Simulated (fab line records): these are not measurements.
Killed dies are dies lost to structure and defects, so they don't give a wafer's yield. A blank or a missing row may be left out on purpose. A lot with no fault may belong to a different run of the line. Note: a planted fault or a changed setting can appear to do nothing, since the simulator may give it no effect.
Struck lot and sound lot, side by side / flow n5Finfet / 37 out of 1938 route steps
Sound: these wafers, L429.1, L429.2, L429.4. Struck: wafers L411.1, L411.4, L411.5. At the end, the cause is stated.
Each step with rows lists, per side, the tool, then ch with its chambers, then its first start. Under that, the readings that differ: sound wafers / struck wafers / difference of the means / sigmas: that difference in standard deviations of wafers without a fault.
alike: readings with means less than 2 such deviations apart, plus words and numbers identical on both sides. not compared: withheld readings, readings lacking a value on some wafer, bounds such as >300 that could conceal the same value, and numbers that have no deviation in the record and whose values overlap.
The two part at a step that has a row with sigmas, a row that says differs or no value, or rows on one side only. Numbers that don't overlap but have no deviation are shown without sigmas and don't part them. A reading missing from all wafers of one side parts the sides only when that side holds two or more wafers.

first, 10 steps without rows for these wafers: N5_SDB_DESCUM_16 (chemistry O2, time 7.9 s); N5_SDB_ETCH_17 (etches SiARC in CF4, target depth 23.4 nm, time 39 s); N5_SDB_ETCH_18 (etches SOC in N2/H2, target depth 100 nm, overetch 20 nm, time 150 s); N5_SDB_STRIP_19 (strips in N2/H2); N5_SDB_STRIP_21 (strips in CF4); N5_SDB_HM_OPEN_20 (chemistry CH3F/O2, target SiNx, stops on poly-Si, target depth 24 nm); N5_SDB_STRIP_22 (strips in N2/H2); N5_SDB_PRECLEAN_23 (cleans in dHF, time 30 s); N5_SDB_DUMMY_REMOVE_24 (chemistry TMAH, target poly-Si, stops on SiO2, target depth 142 nm, time 57 s, rinse time 30 s); N5_SDB_ETCH_25 (etches SiO2 in C4F6/O2, target depth 10 nm, time 3.3 s).
N5_SDB_CUT_ETCH_26: etches Si in HBr/Cl2/O2, target depth 129.6 nm, bt time 20 s, time 51.8 s.
  sound on rieSi-01 ch 0,1,2, day 9 07:03; struck on rieSi-01 ch 1,2,3, day 4 21:57
  alike: drypumpMotorCurrentA, oesProductAu, throttleValvePct
  not compared: rfHoursCounterH
then, 25 steps without rows for these wafers: N5_SDB_PRECLEAN_38 (cleans in dHF, time 10 s); N5_SDB_PRECLEAN_39 (cleans in O3/DIW, time 45 s); N5_SDB_SRD_28 (time 30 s); N5_SDB_ALD_29 (deposits SiNx, target thk 30 nm, pulse time 1 s, ald cycles 600); N5_SDB_CMP_30 (polishes, stops on poly-Si, t overpolish 1.54 s, target thk 30 nm); N5_DUMMY_REMOVAL_HM_STRIP_01 (strips SiNx in CH3F/O2, stops on poly-Si, target depth 4 nm, time 6.8 s); N5_DUMMY_REMOVAL_STRIP_10 (strips in N2/H2, time 40 s); N5_DUMMY_REMOVAL_PRECLEAN_07 (cleans in dHF, time 30 s); N5_DUMMY_REMOVAL_DUMMY_REMOVE_02 (chemistry TMAH, target poly-Si, stops on SiO2, target depth 142 nm, time 57 s, rinse time 30 s); N5_DUMMY_REMOVAL_PRECLEAN_08 (cleans in NF3:NH3, afs cycles 2, time 20 s, sublimation time 60 s); N5_DUMMY_REMOVAL_PRECLEAN_04 (cleans in DHF, time 37 s); N5_DUMMY_REMOVAL_SRD_05 (time 30 s); N5_HKMG_FIN_IL_REGROW_00 (material SiO2, chemistry O3, target thk 0.75 nm, time 30 s); N5_HKMG_FIN_HK_ALD_01 (deposits HfO2, target thk 1.6 nm, pulse time 3 s, purge time 3 s); N5_HKMG_FIN_HK_ANNEAL_02 (time 30 s); N5_HKMG_FIN_ALD_74 (deposits La2O3, target thk 0.5 nm, pulse time 6 s, co reactant pulse time 1 s); N5_HKMG_FIN_ALD_75 (deposits Al2O3, target thk 1 nm, co reactant pulse time 1 s); N5_HKMG_FIN_COAT_41 (time 60 s, resist thk 300 nm); N5_HKMG_FIN_COAT_42 (time 60 s, resist thk 35 nm); N5_HKMG_FIN_COAT_43 (resist thk 90 nm); N5_HKMG_FIN_EBR_45; N5_HKMG_FIN_SOFTBAKE_44 (time 60 s); N5_HKMG_FIN_EXPOSE_46 (exposes mask NDIPOLE); N5_HKMG_FIN_PEB_47 (peb time 60 s); N5_HKMG_FIN_DEVELOP_48 (develop time 30 s).
-- record jumps: 9 days separate the struck wafers' starts on either side; left off in module HKMG_FIN, taken up again in module PASSIVATION, whose first shown step is the route's number 1936 --
N5_PASSIVATION_PROBE_49:
  sound on prober-01 at day 18 02:49; struck on prober-01 at day 14 07:09
reading=defectLimitedYield (%); sound=93.1 91.5 92.4; struck=84.3 81.9 87.8; difference=-7.7; sigmas=-5
reading=killedAtFrontEnd; sound=28 43 46; struck=126 158 98; difference=+88; sigmas=+9
reading=killedDies; sound=82 100 90; struck=185 213 144; difference=+90; sigmas=+6
reading=killedOnRim; sound=9 11 18; struck=27 24 28; difference=+14; sigmas=+3
reading=sort_bin_5_function (%); sound=4.3 4.8 4.0; struck=9.7 11.2 7.6; difference=+5.1; sigmas=+5
reading=sortNPass; sound=1098 1080 1090; struck=995 967 1036; difference=-90; sigmas=-4
reading=sortYieldPct (%); sound=93.1 91.5 92.4; struck=84.3 81.9 87.8; difference=-7.7; sigmas=-4
  alike: killed_at_M0_to_M3, killed_at_M4_up, killedAtContacts, killedAtOther, killedOpen, killedShort, sort_bin_6_memory

== WHERE THEY PART ==
N5_PASSIVATION_PROBE_49 only, going by this record.

WHY: what had been put in by the simulator
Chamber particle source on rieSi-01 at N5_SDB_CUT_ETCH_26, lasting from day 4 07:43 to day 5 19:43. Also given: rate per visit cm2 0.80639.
